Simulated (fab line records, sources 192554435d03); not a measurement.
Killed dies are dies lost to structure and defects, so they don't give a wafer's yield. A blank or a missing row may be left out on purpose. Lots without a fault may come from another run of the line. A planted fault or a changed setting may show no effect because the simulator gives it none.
Chamber matching | flow n5_finfet | N5_BEOL_M7_DESCUM_33 on rie_diel-05: 4 sister chambers
The step chemistry O2, time 7 s. 4 wafers are shown with their chamber, then 7 later ones without.

WAFERS WITH THEIR CHAMBER
wafer  | chamber | drypump_motor_current_A (A)
L077.5 | 0       | 5.52
L078.1 | 3       | 5.97
L085.3 | 1       | 5.77
L085.4 | 2       | 5.33

WAFERS WITHOUT THEIR CHAMBER
wafer  | drypump_motor_current_A (A)
L085.5 | 5.96
L088.1 | 5.33
L088.3 | 5.77
L088.4 | 5.97
L090.1 | 5.52
L090.2 | 5.96
L090.4 | 5.75

WHICH CHAMBER EACH WENT THROUGH
wafer  | from the rows above | in truth
L085.5 | 3                   | 3
L088.1 | 2                   | 2
L088.3 | 1                   | 1
L088.4 | 3                   | 3
L090.1 | 0                   | 0
L090.2 | 3                   | 3
L090.4 | 1                   | 1
Placed correctly: 7 of 7. Can't be placed from these rows: 0. Placed wrongly: 0.
How it was worked out, from the rows above alone: a wafer's distance from a chamber is the root of the sum, over the readings, of the square of ((its reading less the chamber's mean) divided by the reading's scatter). The wafer belongs to the nearest chamber; if the next one is less than 2 further off, it can't be placed. A chamber's mean is the mean of its shown wafers. The scatter: with one shown wafer a chamber, the root of the mean of the squares of how far each hidden wafer lies from its nearest shown one.
